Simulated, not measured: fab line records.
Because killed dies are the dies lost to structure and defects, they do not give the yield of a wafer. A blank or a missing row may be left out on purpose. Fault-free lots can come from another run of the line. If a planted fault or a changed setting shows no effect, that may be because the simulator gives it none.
Which of the tools did it? | flow nand harc | Sampling: 14 lots, 40 wafers, 6 of 1159 route steps

WHAT EACH GAUGE READ, for each wafer
NHARC_A_ONON_D1_THK_MEAS_18: measures by ellipsometry. Usual: thk nm at 1003 nm, with a standard deviation of 10.
lot  | measured     | on            | thk nm (nm)    | flag
L924 | day 8 07:32  | film metro-01 | 1014 1012 1013 |
L925 | day 8 07:11  | film metro-02 | 1012 1013 1013 |
L927 | day 8 07:12  | film metro-01 | 995 994 994    |
L928 | day 8 22:45  | film metro-02 | 999 998 998    |
L929 | day 8 22:44  | film metro-01 | 1000 1000 1001 |
L930 | day 9 17:49  | film metro-02 | 1001 1001 1000 |
L931 | day 9 17:49  | film metro-02 | 993 992 995    |
L936 | day 11 00:43 | film metro-02 | 1552 1020      | OFF
L937 | day 11 13:55 | film metro-02 | 1527 993       | OFF
L940 | day 11 21:30 | film metro-01 | 1019 1020 1019 |
L941 | day 12 06:52 | film metro-01 | 992 992 992    |
L943 | day 12 10:42 | film metro-02 | 1006 1006 1006 |
L944 | day 12 21:16 | film metro-01 | 995 996 995    |
L946 | day 13 05:32 | film metro-02 | 1001 1004 1003 |

NHARC_A_ONON_D1_INSPECT_32. Usual: raw defect count at 68, with a standard deviation of 21.
lot  | measured     | on                | raw defect count | flag
L924 | day 8 10:24  | defect inspect-02 | 51 37 52         |
L925 | day 8 10:09  | defect inspect-02 | 75 97 77         |
L927 | day 8 10:13  | defect inspect-02 | 55 100 73        |
L928 | day 9 01:36  | defect inspect-02 | 33 50 61         |
L929 | day 9 01:40  | defect inspect-01 | 52 49 100        |
L930 | day 9 20:50  | defect inspect-01 | 40 81 74         |
L931 | day 9 20:58  | defect inspect-02 | 109 60 54        |
L936 | day 11 03:38 | defect inspect-01 | 82 73            |
L937 | day 11 17:02 | defect inspect-02 | 104 122          |
L940 | day 12 00:19 | defect inspect-01 | 55 46 93         |
L941 | day 12 09:40 | defect inspect-02 | 37 41 60         |
L943 | day 12 13:30 | defect inspect-02 | 71 78 64         |
L944 | day 13 00:14 | defect inspect-01 | 52 80 56         |
L946 | day 13 08:35 | defect inspect-01 | 83 86 70         |

NHARC_END_SORT_01. Usual: killed at array 28, standard deviation 9.1; killed at other 0.6, standard deviation 0.87; killed at periphery 3.4, standard deviation 2.7; killed dies 32, standard deviation 9; killed open 3.2, standard deviation 1.9; killed short 2.0, standard deviation 1.3.
lot  | measured     | on        | killed at array | killed at other | killed at periphery | killed dies | killed open | killed short | flag
L936 | day 22 22:19 | prober-02 | 676 25          | 0 0             | 1 1                 | 677 26      | 1 4         | 3 2          | OFF
L937 | day 24 22:47 | prober-02 | 670 35          | 2 2             | 5 5                 | 677 42      | 1 2         | 4 5          | OFF

WHICH TOOL RAN EACH LOT (tool, then ch and the chambers of the sampled wafers, then the start)
lot  | NHARC_P_BONDPAD_PVD_27                  | NHARC_P_BONDPAD_CMP_19        | NHARC_A_ONON_D1_DEP_16
L924 | pvd sputter-03, day 6 20:46 or earlier  | cmp-03 ch 1,2, day 6 20:46    | pecvd onon-03 ch 0, day 8 07:05
L925 | pvd sputter-02, day 6 21:24 or earlier  | cmp-03 ch 0,1, day 6 21:24    | pecvd onon-03 ch 0, day 8 06:47
L927 | pvd sputter-01, day 7 00:02 or earlier  | cmp-01 ch 0,1,3, day 7 00:02  | pecvd onon-04 ch 0, day 8 06:41
L928 | pvd sputter-02, day 7 11:48 or earlier  | cmp-04 ch 0,2, day 7 11:48    | pecvd onon-02 ch 0, day 8 22:16
L929 | pvd sputter-03, day 7 15:35 or earlier  | cmp-01 ch 0,1,2, day 7 15:35  | pecvd onon-04 ch 0, day 8 22:13
L930 | pvd sputter-02, day 8 04:08 or earlier  | cmp-03 ch 0,2,3, day 8 04:08  | pecvd onon-02 ch 0, day 9 17:18
L931 | pvd sputter-01, day 8 10:05 or earlier  | cmp-01 ch 1,2, day 8 10:05    | pecvd onon-03 ch 0, day 9 17:26
L936 | pvd sputter-02, day 9 14:16 or earlier  | cmp-03 ch 1, day 9 14:16      | pecvd onon-03 ch 0, day 11 00:15
L937 | pvd sputter-01, day 9 22:16 or earlier  | cmp-01 ch 1,2, day 9 22:16    | pecvd onon-03 ch 0, day 11 13:34
L940 | pvd sputter-01, day 10 14:34 or earlier | cmp-01 ch 1,3, day 10 14:34   | pecvd onon-02 ch 0, day 11 21:07
L941 | pvd sputter-02, day 10 19:27 or earlier | cmp-04 ch 0,3, day 10 19:27   | pecvd onon-02 ch 0, day 12 06:21
L943 | pvd sputter-03, day 11 00:52 or earlier | cmp-01 ch 0,1,2, day 11 00:52 | pecvd onon-02 ch 0, day 12 10:11
L944 | pvd sputter-02, day 11 10:12 or earlier | cmp-01 ch 1,2, day 11 10:12   | pecvd onon-04 ch 0, day 12 20:52
L946 | pvd sputter-02, day 11 19:47 or earlier | cmp-04 ch 1,2,3, day 11 19:47 | pecvd onon-04 ch 0, day 13 05:02
- NHARC_P_BONDPAD_PVD_27: deposits Cu, target thk 30 nm, time 20.49 s.
- NHARC_P_BONDPAD_CMP_19: polishes, t overpolish 30 s, cu recess touch 16 s, target thk 160.81 nm.
- NHARC_A_ONON_D1_DEP_16: target thk 1000 nm.

AS READ BY THE TOOLS THEMSELVES (means over the sampled wafers that have a number; for cases with no such wafer, the mark the record gives instead)
NHARC_P_BONDPAD_PVD_27. Usual: cathode dc power W 5000.1 W, standard deviation 0.89; throttle valve pct 29.8 %, standard deviation 1.1.
lot  | tool           | cathode dc power W (W) | throttle valve pct (%) | flag
L924 | pvd sputter-03 | 5000.5                 | 29.4                   |
L925 | pvd sputter-02 | 4999.7                 | 28.9                   |
L927 | pvd sputter-01 | 4999.6                 | 29.5                   |
L928 | pvd sputter-02 | 4999.6                 | 29.0                   |
L929 | pvd sputter-03 | 4999.8                 | 29.6                   |
L930 | pvd sputter-02 | 5000.7                 | 29.9                   |
L931 | pvd sputter-01 | 4999.4                 | 29.5                   |
L936 | pvd sputter-02 | 5001.7                 | 30.9                   |
L937 | pvd sputter-01 | 4999.6                 | 28.9                   |
L940 | pvd sputter-01 | 5000.3                 | 29.0                   |
L941 | pvd sputter-02 | 4999.8                 | 30.4                   |
L943 | pvd sputter-03 | 5000.2                 | 29.4                   |
L944 | pvd sputter-02 | 4999.6                 | 29.5                   |
L946 | pvd sputter-02 | 5000.2                 | 30.0                   |

NHARC_P_BONDPAD_CMP_19. Usual: motor current A 11.9 A, standard deviation 0.82; overpolish run s 30.000 s, standard deviation 0.0092.
lot  | tool   | motor current A (A) | overpolish run s (s) | flag
L924 | cmp-03 | 12.2                | 29.999               |
L925 | cmp-03 | 11.3                | 29.995               |
L927 | cmp-01 | 11.8                | 29.994               |
L928 | cmp-04 | 11.7                | 30.000               |
L929 | cmp-01 | 12.1                | 29.998               |
L930 | cmp-03 | 11.5                | 30.005               |
L931 | cmp-01 | 12.5                | 29.997               |
L936 | cmp-03 | 11.4                | 30.001               |
L937 | cmp-01 | 11.9                | 30.005               |
L940 | cmp-01 | 11.4                | 30.009               |
L941 | cmp-04 | 12.2                | 29.987               |
L943 | cmp-01 | 12.6                | 30.004               |
L944 | cmp-01 | 12.6                | 30.001               |
L946 | cmp-04 | 12.0                | 30.002               |

THE ANSWER, worked out from the rows above alone
Rule: take the mean of a lot's wafers that have a number; if it is more than 3 standard deviations from the usual mean, the lot is off. Also off: a lot with no number at a reading for which 4 or more lots have one. All remaining lots with rows at the step are treated as sound. After the gauges, taken in route order, come the tools' own readings; for these a lot's mean is taken, as printed above. The first step at which some lot is off is used, and at that step the reading that is off furthest; a lot without a number counts as furthest.
Off at NHARC_A_ONON_D1_THK_MEAS_18 (thk nm): L936, L937.
A tool fits if, at a process step before that reading, it ran every lot that is off, and no sound lot after the first of them. Not tried: the gauges at NHARC_A_ONON_D1_THK_MEAS_18; whatever is off there is also off at NHARC_END_SORT_01, on other tools, and gauge error can't account for it. NHARC_P_BONDPAD_PVD_27 gives no start for some lots, so the hours and the order of its lots are those of NHARC_P_BONDPAD_CMP_19. One fits: NHARC_A_ONON_D1_DEP_16 on pecvd onon-03. A fault onset in the window from L931 (day 9 17:26, its last sound lot) to L936 (day 11 00:15, its first lot off) fits.

WHAT THE SIMULATOR HAD PUT IN
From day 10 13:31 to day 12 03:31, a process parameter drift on pecvd onon-03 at NHARC_A_ONON_D1_DEP_16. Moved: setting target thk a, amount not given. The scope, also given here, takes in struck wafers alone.
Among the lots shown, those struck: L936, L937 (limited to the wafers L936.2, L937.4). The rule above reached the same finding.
